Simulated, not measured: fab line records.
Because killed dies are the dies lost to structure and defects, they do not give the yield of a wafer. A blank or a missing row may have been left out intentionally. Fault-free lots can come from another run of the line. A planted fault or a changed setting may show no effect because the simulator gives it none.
fab line records	flow n5Finfet
[record] lots = 6	wafers = 17	lastDay = 16
route steps=1938 shown HKMG_FIN@412 BEOL_M4@1111
lots that met no fault: from a run of the same line without faults
startH: the number of hours between the record's first day and the start of the first shown wafer of the lot	waitH: hours elapsed since this lot's preceding step	" repeats the value in the row above	L1.1+2: several wafers, shown together as one row	- no value present, or no start provided	* or withheld: withheld	< > ~ a bound
route shown NAME@n: names a module that has steps shown in the file, with the first one's number in the route	usual: mean/standard deviation of fault-free wafers	same: alike in all rows	chamber/n: place in a boat	sites: per-site readings	_std_site: the values' standard deviation	_edge_site: mean of outer sites minus mean of inner sites	radiusMm: how far each site lies from the wafer's centre	mask NAME#n: copy n	behind: the tool/chamber that last shaped the wafer	hold: reason for holding the lot/hours on hold/outcome of the hold	device: the transistor (n, p or np) that didn't switch	end of line: the route-end tests of the same wafers	where a step has no rows: the recipe by itself	killed: at the first sort, the dies lost to defects and structure; wafer yield is something else	map: per-die view of a wafer (x killed, . not killed, _ where there is no die)
set.NAME: the setting the step ran with; set.NAME@STEP: the setting that earlier step ran with	model.NAME: the simulator's own value behind a step, which no gauge read
lots at some steps of the route; a table a step, a row a wafer
services: a tool's chamber out of use, with start hour (startH, from the record's first day; less than 0 if before it), hours out, and reason
[[steps]]
[step N5_HKMG_FIN_ALD_79]
[recipe] material = TiN	targetThkA = 15	tempC = 400	aldPrecursorFamily = TiCl4	aldCoReactant = NH3	pulseTimeS = 1	purgeTimeS = 3	coReactantPurgeTimeS = 2	coReactantPulseTimeS = 2	aldCycles = 68	pressureTorr = 3
[usual] heaterPowerW = 872/53	precursorPulseHeightRel = 0.999/0.022	susceptorTempC = 400.03/0.22
lot.wafer	tool	chamber	startH	waitH	heaterPowerW	precursorPulseHeightRel	susceptorTempC
L397.1	aldMetal-02	1	110.80	0.0	839	0.991	400.32
L397.4	"	2	"	"	918	1.006	399.95
L397.5	"	1	"	"	862	0.977	400.22
L398.1	aldMetal-01	0	122.59	0.0	820	1.009	399.95
L398.3	"	1	"	"	839	0.986	400.09
L398.4	"	3	"	"	859	0.984	399.55
L400.3	aldMetal-02	1	135.42	0.0	861	1.016	400.40
L400.5	"	0	"	"	961	0.990	399.85
L403.1	aldMetal-02	1	162.20	0.0	835	0.991	400.34
L403.3	"	2	"	"	923	1.010	400.27
L403.5	"	0	"	"	955	0.956	400.22
L406.1	aldMetal-04	0	173.94	0.0	846	0.998	399.99
L406.2	"	3	"	"	907	1.045	400.10
L406.5	"	0	"	"	876	0.948	399.98
L407.1	aldMetal-02	2	179.96	0.0	937	1.033	399.88
L407.3	"	0	"	"	952	1.000	399.45
L407.6	"	2	"	"	926	1.024	399.97
[step N5_HKMG_FIN_CVD_62]
[recipe] material = a-Si	targetThkA = 30	tempC = 500	precursor = Si2H6	pressureTorr = 1	timeS = 20.8
[usual] heaterPowerW = 1470/160	susceptorTempC = 499.99/0.25
lot.wafer	tool	chamber	startH	waitH	heaterPowerW	susceptorTempC
L397.1	thermalCvdSi-01	1	111.16	0.2	1523	499.79
L397.4	"	1	"	"	1541	500.12
L397.5	"	0	"	"	1695	499.99
L398.1	thermalCvdSi-02	0	122.95	0.2	1227	499.55
L398.3	"	1	"	"	1535	500.19
L398.4	"	0	"	"	1190	499.48
L400.3	thermalCvdSi-02	0	135.78	0.2	1186	499.90
L400.5	"	1	"	"	1589	499.75
L403.1	thermalCvdSi-02	2	162.56	0.2	1466	499.70
L403.3	"	1	"	"	1558	499.76
L403.5	"	1	"	"	1577	500.10
L406.1	thermalCvdSi-02	0	174.30	0.2	1205	500.11
L406.2	"	1	"	"	1548	500.38
L406.5	"	1	"	"	1527	499.83
L407.1	thermalCvdSi-02	0	180.32	0.2	1218	500.09
L407.3	"	2	"	"	1436	499.88
L407.6	"	0	"	"	1205	500.00
[step N5_HKMG_FIN_RTA_80]
[recipe] tempC = withheld	timeS = 2	ambient = N2	idleTempC = 600	rampUpCPerS = 150	rampDownCPerS = 60	coolToC = 600
[step N5_HKMG_FIN_PRECLEAN_64]
[recipe] chemistry = dHF	timeS = 30	tempC = 25	dilution = withheld
[step N5_HKMG_FIN_WET_ETCH_65]
[recipe] chemistry = TMAH	tempC = 70	concWtPct = 5	target = a-Si	stopOn = TiN	timeS = 49	targetDepthNm = 3
[step N5_HKMG_FIN_WET_ETCH_81]
[recipe] chemistry = SC1	target = TiN	stopOn = HfO2	mix = 1:1:5	tempC = 60	timeS = 57	targetDepthNm = 6
[step N5_HKMG_FIN_WET_ETCH_82]
[recipe] chemistry = dHCl	mix = 1:10000	tempC = 25	target = La2O3	stopOn = HfO2	targetDepthNm = 2	dry = ipaMarangoni	rinseTimeS = 30	rinseTempC = 23
[step N5_HKMG_FIN_ALD_36]
[recipe] material = TiN	targetThkA = 10	tempC = 400	aldPrecursorFamily = TiCl4	aldCoReactant = NH3	pulseTimeS = 1	purgeTimeS = 3	coReactantPurgeTimeS = 2	coReactantPulseTimeS = 2	aldCycles = 47	pressureTorr = 3
[usual] heaterPowerW = 864/50	precursorPulseHeightRel = 1.001/0.021	susceptorTempC = 400.00/0.23
lot.wafer	tool	chamber	startH	waitH	heaterPowerW	precursorPulseHeightRel	susceptorTempC
L397.1	aldMetal-01	3	111.75	0.0	861	1.004	400.13
L397.4	"	0	"	"	829	0.973	400.17
L397.5	"	1	"	"	861	1.004	400.00
L398.1	aldMetal-04	0	123.47	0.0	874	0.995	400.19
L398.3	"	2	"	"	773	0.978	400.06
L398.4	"	3	"	"	916	1.007	399.87
L400.3	aldMetal-01	1	136.25	0.0	851	1.018	399.84
L400.5	"	2	"	"	889	0.991	399.95
L403.1	aldMetal-01	1	162.96	0.0	842	1.001	400.47
L403.3	"	0	"	"	816	0.975	400.02
L403.5	"	1	"	"	839	1.028	400.53
L406.1	aldMetal-01	2	174.80	0.0	889	1.003	399.99
L406.2	"	3	"	"	861	0.991	399.59
L406.5	"	0	"	"	828	0.996	399.97
L407.1	aldMetal-02	1	180.93	0.0	842	0.989	400.10
L407.3	"	2	"	"	927	0.996	400.05
L407.6	"	0	"	"	952	1.009	399.83
[step N5_HKMG_FIN_THK_MEAS_70]
[recipe] thkMeasGauge = xrf	reads = HfO2_of_HKMG_FIN_HK_ALD_01
[usual] HK_THK = 1.579/0.015
lot.wafer	tool	chamber	startH	waitH	HK_THK[nm]
L397.1	filmMetro-01	-	112.03	0.2	1.587
L397.4	"	-	"	"	1.590
L397.5	"	-	"	"	1.604
L398.1	filmMetro-01	-	123.75	0.2	1.582
L398.3	"	-	"	"	1.557
L398.4	"	-	"	"	1.576
L400.3	filmMetro-01	-	136.53	0.2	1.590
L400.5	"	-	"	"	1.589
L403.1	filmMetro-01	-	163.24	0.2	1.581
L403.3	"	-	"	"	1.594
L403.5	"	-	"	"	1.579
L406.1	filmMetro-01	-	175.08	0.2	1.579
L406.2	"	-	"	"	1.557
L406.5	"	-	"	"	1.567
L407.1	filmMetro-02	-	181.21	0.2	1.562
L407.3	"	-	"	"	1.549
L407.6	"	-	"	"	1.559
[step N5_HKMG_FIN_PWFM_ALD_03]
[recipe] material = TiN	targetThkA = 20	tempC = 400	aldPrecursorFamily = TiCl4	aldCoReactant = NH3	pulseTimeS = 1	purgeTimeS = 3	coReactantPurgeTimeS = 2	coReactantPulseTimeS = 2	aldCycles = 91	pressureTorr = 3
[usual] heaterPowerW = 868/46	precursorPulseHeightRel = 1.000/0.021	susceptorTempC = 400.01/0.22
lot.wafer	tool	chamber	startH	waitH	heaterPowerW	precursorPulseHeightRel	susceptorTempC
L397.1	aldMetal-02	2	112.07	0.0	919	0.979	400.18
L397.4	"	1	"	"	833	1.000	400.09
L397.5	"	0	"	"	944	1.022	399.92
L398.1	aldMetal-01	1	123.78	0.0	858	0.995	400.07
L398.3	"	3	"	"	858	1.000	399.87
L398.4	"	0	"	"	810	1.009	399.80
L400.3	aldMetal-01	1	136.56	0.0	869	0.987	399.99
L400.5	"	2	"	"	875	1.007	399.88
L403.1	aldMetal-04	0	163.40	0.2	868	1.035	400.02
L403.3	"	2	"	"	764	0.972	399.82
L403.5	"	0	"	"	883	0.989	399.77
L406.1	aldMetal-02	1	175.12	0.0	860	1.019	400.21
L406.2	"	0	"	"	967	1.001	400.03
L406.5	"	2	"	"	930	0.988	399.94
L407.1	aldMetal-01	3	181.24	0.0	863	0.976	400.17
L407.3	"	1	"	"	853	1.005	400.34
L407.6	"	1	"	"	842	1.026	400.27
[step N5_HKMG_FIN_COAT_29]
[recipe] resist = SOC	tempC = 250	timeS = 60	spinRpm = 1500	resistThkNm = 300
[step N5_HKMG_FIN_COAT_30]
[recipe] resist = SiARC	tempC = 220	timeS = 60	spinRpm = 1500	resistThkNm = 35
[step N5_HKMG_FIN_COAT_06]
[recipe] resist = CAR-ArF	spinRpm = 1500	resistThkNm = 90
[usual] resistLineTempC = 23.03/0.081	spinSpeedRpm = 1500.0/1
lot.wafer	tool	chamber	startH	waitH	resistLineTempC	spinSpeedRpm	model.CAR-ArF_of_HKMG_FIN_COAT_06.thkNm
L397.1	lithoTrack-01	0	112.55	-	23.12	1499.9	90.2
L397.4	"	0	"	"	23.06	1498.5	89.8
L397.5	"	0	"	"	23.12	1500.6	90
L398.1	lithoTrack-04	0	124.26	-	23.08	1502.2	89.8
L398.3	"	0	"	"	23.05	1500.1	89.8
L398.4	"	0	"	"	23.10	1503.0	89.8
L400.3	lithoTrack-04	0	137.04	-	23.01	1501.3	90.6
L400.5	"	0	"	"	23.17	1500.4	90.4
L403.1	lithoTrack-03	0	163.87	-	23.01	1500.5	90.2
L403.3	"	0	"	"	23.05	1498.5	90.4
L403.5	"	0	"	"	23.07	1499.7	89.8
L406.1	lithoTrack-03	0	175.60	-	23.06	1457.0	91.4
L406.2	"	0	"	"	23.03	1458.4	91.2
L406.5	"	0	"	"	22.97	1457.0	91
L407.1	lithoTrack-03	0	181.72	-	23.14	1456.2	91.6
L407.3	"	0	"	"	23.00	1456.9	91.2
L407.6	"	0	"	"	23.06	1456.5	91.2
[step N5_HKMG_FIN_EBR_08]
[recipe] solvent = PGMEA	ebrWidthMm = 1.5
[step N5_HKMG_FIN_SOFTBAKE_07]
[recipe] tempC = 110	timeS = 60	resist = CAR-ArF
[step N5_HKMG_FIN_EXPOSE_09]
[recipe] maskId = NWFM	na = 1.35	sourceShape = conventional	sigmaOuter = 0.8	polarization = unpolarized	doseMj = 39.25
[step N5_HKMG_FIN_PEB_10]
[recipe] pebTempC = withheld	pebTimeS = 60	resist = CAR-ArF
[step N5_HKMG_FIN_DEVELOP_11]
[recipe] developTimeS = 30	developer = TMAH	resist = CAR-ArF	devTempC = 23	rinseLiquid = diw	dry = airSpin
[step N5_HKMG_FIN_CD_MEAS_12]
[recipe] targetCdNm = 92.8	landingEnergyEv = 500	detector = seInlens
[usual] cdNm = 92.7/0.84
[same] landingEnergyEv = 500
lot.wafer	tool	chamber	startH	waitH	cdNm
L397.1	cdSem-03	0	112.78	-	91.2
L397.4	"	0	"	"	91.6
L397.5	"	0	"	"	92.0
L398.1	cdSem-03	0	124.62	-	94.0
L398.3	"	0	"	"	92.9
L398.4	"	0	"	"	92.9
L400.3	cdSem-01	0	137.40	-	92.8
L400.5	"	0	"	"	92.3
L403.1	cdSem-03	0	164.23	-	94.7
L403.3	"	0	"	"	93.6
L403.5	"	0	"	"	93.4
L406.1	cdSem-02	0	175.96	-	92.4
L406.2	"	0	"	"	91.5
L406.5	"	0	"	"	93.2
L407.1	cdSem-02	0	182.08	-	92.6
L407.3	"	0	"	"	94.7
L407.6	"	0	"	"	92.8
[step N5_HKMG_FIN_OVL_MEAS_13]
[recipe] pointsPerWafer = 44
[usual] NWFM_OVL = -0.6/0.7
lot.wafer	tool	chamber	startH	waitH	NWFM_OVL[nm]
L397.1	overlay-02	0	112.82	0.0	0.2
L397.4	"	0	"	"	0.9
L397.5	"	0	"	"	-0.1
L398.1	overlay-02	0	124.65	0.0	-0.7
L398.3	"	0	"	"	-1.0
L398.4	"	0	"	"	-0.9
L400.3	overlay-01	0	137.43	0.0	-1.4
L400.5	"	0	"	"	0.0
L403.1	overlay-01	0	164.26	0.0	-1.2
L403.3	"	0	"	"	-1.0
L403.5	"	0	"	"	-1.3
L406.1	overlay-01	0	175.99	0.0	-1.2
L406.2	"	0	"	"	-0.9
L406.5	"	0	"	"	-0.6
L407.1	overlay-02	0	182.11	0.0	-0.4
L407.3	"	0	"	"	-0.4
L407.6	"	0	"	"	0.2
[step N5_HKMG_FIN_INSPECT_14]
[recipe] mode = adi	inspectInstrument = macro
[usual] rawDefectCount = 2.1/1.4
lot.wafer	tool	chamber	startH	waitH	rawDefectCount
L397.1	defectInspect-02	-	112.84	0.0	1
L397.4	"	-	"	"	1
L397.5	"	-	"	"	0
L398.1	defectInspect-02	-	124.68	0.0	5
L398.3	"	-	"	"	1
L398.4	"	-	"	"	1
L400.3	defectInspect-01	-	137.46	0.0	3
L400.5	"	-	"	"	2
L403.1	defectInspect-01	-	164.29	0.0	1
L403.3	"	-	"	"	2
L403.5	"	-	"	"	4
L406.1	defectInspect-02	-	176.01	0.0	1
L406.2	"	-	"	"	1
L406.5	"	-	"	"	0
L407.1	defectInspect-01	-	182.13	0.0	1
L407.3	"	-	"	"	1
L407.6	"	-	"	"	2
[step N5_HKMG_FIN_DESCUM_17]
[recipe] chemistry = O2	timeS = 7.9	sourcePowerW = 50	biasPowerW = 20	pressureMtorr = 20	rfFrequencyHz = 2.712e+07	tempC = 40	resist = CAR-ArF	o2FlowSccm = 225
[usual] drypumpMotorCurrentA = 5.6/0.44	oesProductAu = 0.80/0.1	rfVppV = 243.3/1.1	showerheadPlenumPTorr = 2.11/0.055	throttleValvePct = 20.60/0.15
lot.wafer	tool	chamber	startH	waitH	drypumpMotorCurrentA	oesProductAu	rfHoursCounterH	rfVppV	showerheadPlenumPTorr	throttleValvePct
L397.1	rieDiel-05	0	112.94	0.1	6.0	0.74	159	241.6	2.01	20.49
L397.4	"	2	"	"	5.3	0.77	93	242.7	2.15	20.69
L397.5	"	3	"	"	5.8	0.73	-	241.9	2.11	20.86
L398.1	rieDiel-03	0	124.71	0.0	5.8	0.67	230	241.5	2.06	20.57
L398.3	"	2	"	"	5.3	0.70	211	244.2	2.16	20.69
L398.4	"	1	"	"	6.3	0.85	58	243.3	2.14	20.57
L400.3	rieDiel-04	3	137.49	0.0	6.3	0.69	222	244.8	2.17	20.63
L400.5	"	3	"	"	6.3	0.70	-	244.5	2.17	20.61
L403.1	rieDiel-04	2	164.32	0.0	5.5	0.91	25	241.7	2.08	20.79
L403.3	"	0	"	"	4.8	0.84	67	241.8	2.14	20.51
L403.5	"	3	"	"	6.3	0.70	-	244.3	2.17	20.61
L406.1	rieDiel-05	1	176.05	0.0	5.3	0.94	14	244.7	2.15	20.66
L406.2	"	0	"	"	5.9	0.72	182	241.5	2.00	20.55
L406.5	"	1	"	"	5.3	0.93	-	243.2	2.15	20.67
L407.1	rieDiel-03	2	182.17	0.0	5.3	0.70	234	244.2	2.15	20.73
L407.3	"	3	"	"	5.5	0.92	24	243.0	2.14	20.41
L407.6	"	2	"	"	5.3	0.69	-	243.1	2.15	20.73
[step N5_HKMG_FIN_ETCH_31]
[recipe] chemistry = CF4	target = SiARC	targetDepthA = 455	maskMaterial = CAR-ArF	timeS = 75.8	ionEnergyEv = 80	pressureMtorr = 40	sourceW = 545	biasW = 36	Ar_flow_sccm = 100	cf4FlowSccm = 100	ends = cleared
[usual] cf4FlowSccm = 99.97/0.29	drypumpMotorCurrentA = 5.6/0.44	etchRfOnTimeS = 75.9/2.5	oesProductAu = 0.68/0.088	rfVppV = 184.2/1	showerheadPlenumPTorr = 2.15/0.047	throttleValvePct = 15.66/0.18
lot.wafer	tool	chamber	startH	waitH	cf4FlowSccm	drypumpMotorCurrentA	etchRfOnTimeS	oesProductAu	rfHoursCounterH	rfVppV	showerheadPlenumPTorr	throttleValvePct	model.CAR-ArF_of_HKMG_FIN_COAT_06.thkNm
L397.1	rieDiel-05	0	112.97	0.0	99.92	6.0	77.8	0.62	159	182.4	2.05	15.67	51.2
L397.4	"	2	"	"	100.14	5.3	79.3	0.66	93	184.4	2.15	15.43	50.8
L397.5	"	3	"	"	100.10	5.8	77.4	0.62	-	183.4	2.15	15.97	50.8
L398.1	rieDiel-03	0	124.75	0.0	100.23	5.8	78.8	0.58	230	183.7	2.13	15.89	50.6
L398.3	"	2	"	"	100.38	5.3	74.4	0.61	211	185.4	2.20	15.88	50.6
L398.4	"	1	"	"	99.92	6.3	77.9	0.72	58	184.9	2.16	15.50	51
L400.3	rieDiel-04	3	137.52	0.0	100.37	6.3	75.0	0.61	222	184.9	2.19	15.63	51.4
L400.5	"	3	"	"	99.80	6.3	75.6	0.61	-	182.8	2.19	15.65	51.2
L403.1	rieDiel-04	2	164.36	0.0	100.07	5.5	74.3	0.78	25	184.4	2.07	15.49	51
L403.3	"	0	"	"	99.97	4.8	73.8	0.73	67	185.2	2.17	15.43	51.2
L403.5	"	3	"	"	99.39	6.3	75.9	0.61	-	184.9	2.19	15.65	50.6
L406.1	rieDiel-05	1	176.08	0.0	100.02	5.3	75.7	0.79	14	184.1	2.19	15.59	52
L406.2	"	0	"	"	99.98	6.0	79.6	0.59	182	182.6	2.04	15.71	52
L406.5	"	1	"	"	99.98	5.3	74.8	0.79	-	186.7	2.19	15.59	52
L407.1	rieDiel-03	2	182.20	0.0	99.98	5.4	75.3	0.59	234	185.8	2.19	15.93	52.4
L407.3	"	3	"	"	100.01	5.5	71.1	0.79	24	185.3	2.18	15.48	52
L407.6	"	2	"	"	100.16	5.3	74.7	0.60	-	184.4	2.19	15.94	52
[step N5_HKMG_FIN_ETCH_32]
[recipe] chemistry = N2/H2	target = SOC	targetDepthA = 2400	tempC = 40	timeS = 300	ionEnergyEv = 200	maskMaterial = SiARC	pressureMtorr = 30	sourceW = 840	biasW = 150	n2FlowSccm = 200	h2FlowSccm = 200
[step N5_BEOL_M4_RC_MEAS_101]
[usual] DIBL_N = 36.0/2	DIBL_P = 35.9/2.5	IOFF_N = 0.16/0.038	IOFF_P = 0.21/0.04	ION_N = 675/14	ION_P = 462/9.4	SS_N = 71.5/0.75	SS_P = 73.2/0.74	VT_N = 250/3.9	VT_P = -251/3.2
lot.wafer	tool	chamber	startH	waitH	DIBL_N[mV/V]	DIBL_P[mV/V]	IOFF_N[nA/um]	IOFF_P[nA/um]	ION_N[uA/um]	ION_P[uA/um]	SS_N[mV/dec]	SS_P[mV/dec]	VT_N[mV]	VT_P[mV]
L397.1	prober-02	0	199.85	0.0	36.3	36.2	0.17	0.21	686	462	71.1	73.6	248	-251
L397.4	"	0	"	"	35.0	35.9	0.14	0.20	672	462	71.0	73.0	252	-249
L397.5	"	0	"	"	36.6	36.7	0.18	0.23	703	480	71.3	73.7	249	-248
L398.1	prober-01	0	205.11	0.0	34.7	34.0	0.14	0.18	673	457	71.0	72.8	251	-253
L398.3	"	0	"	"	35.7	36.6	0.17	0.24	671	457	71.6	72.9	246	-248
L398.4	"	0	"	"	34.7	33.8	0.14	0.19	677	472	71.2	73.2	250	-252
L400.3	prober-01	0	216.57	0.3	36.9	36.2	0.16	0.19	664	446	72.3	73.2	251	-255
L400.5	"	0	"	"	33.9	34.4	0.12	0.16	653	451	71.8	72.8	253	-258
L403.1	prober-01	0	249.48	0.0	35.1	35.8	0.15	0.17	678	465	70.9	72.8	249	-254
L403.3	"	0	"	"	36.9	37.5	0.18	0.20	678	464	71.6	73.8	246	-254
L403.5	"	0	"	"	37.2	38.8	0.17	0.21	688	463	71.5	73.6	249	-255
L406.1	prober-01	0	267.94	0.0	36.5	35.5	0.16	0.18	661	451	71.1	72.7	249	-250
L406.2	"	0	"	"	32.4	33.8	0.12	0.18	688	483	70.5	72.6	251	-251
L406.5	"	0	"	"	35.1	36.1	0.15	0.20	675	463	70.7	72.5	248	-251
L407.1	prober-01	0	272.02	0.0	38.9	39.8	0.22	0.27	684	464	73.3	74.5	247	-247
L407.3	"	0	"	"	38.0	39.2	0.19	0.26	668	462	72.7	74.7	249	-245
L407.6	"	0	"	"	36.2	37.7	0.16	0.23	663	457	71.9	74.3	251	-251
[[services]]
tool	chamber	startH	hours	kind
aldMetal-04	-	87.69	8.7	pm
rieDiel-03	3	104.51	-	clean
rieDiel-03	3	104.51	-	consumableReplace:focusRing
rieDiel-03	3	104.51	17.2	scheduledDown
rieDiel-03	3	104.51	17.2	ventCycle
rieDiel-05	1	114.63	-	clean
rieDiel-05	1	114.63	-	consumableReplace:focusRing
rieDiel-05	1	114.63	18.1	scheduledDown
rieDiel-05	1	114.63	18.1	ventCycle
rieDiel-04	3	149.33	7.2	repair
aldMetal-02	3	159.16	-	calibration
lithoTrack-03	-	160.86	-	consumableReplace:filter
thermalCvdSi-02	0	163.00	8.4	repair
rieDiel-04	2	169.75	12.7	repair
thermalCvdSi-01	-	173.95	1.2	repair
rieDiel-03	0	180.04	-	clean
rieDiel-03	0	180.04	-	consumableReplace:focusRing
rieDiel-03	0	180.04	25.4	scheduledDown
rieDiel-03	0	180.04	25.4	ventCycle
[[key]]
[firstSign] step = N5_HKMG_FIN_COAT_06	reading = spinSpeedRpm	direction = down	sigmas = 42	usual = *	struck = *
effect none on later readings
[modelEffect] step = N5_HKMG_FIN_COAT_06	value = CAR-ArF_of_HKMG_FIN_COAT_06.thkNm	without = 90	struck = 91.27
[modelEffect] step = N5_HKMG_FIN_ETCH_31	value = CAR-ArF_of_HKMG_FIN_COAT_06.thkNm	without = 50.7	struck = 52.07
metAt N5_HKMG_FIN_COAT_06
struckWafers L406.1,L406.2,L406.5,L407.1,L407.3,L407.6
[baselineLoss] step = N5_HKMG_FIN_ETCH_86	wafers = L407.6
onsetBetween 163.87 175.60
[fault] kind = processParameterDrift	tool = lithoTrack-03	chamber = -	onsetH = 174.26	steps = N5_HKMG_FIN_COAT_06	channel = spinRpm	offset = *	shape = step	endH = 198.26	actsIn = *	stated = *
// baselineLoss: these wafers lose ten dies or more at that step, a loss of the line's own and not of a fault; the sort's usual values leave them out
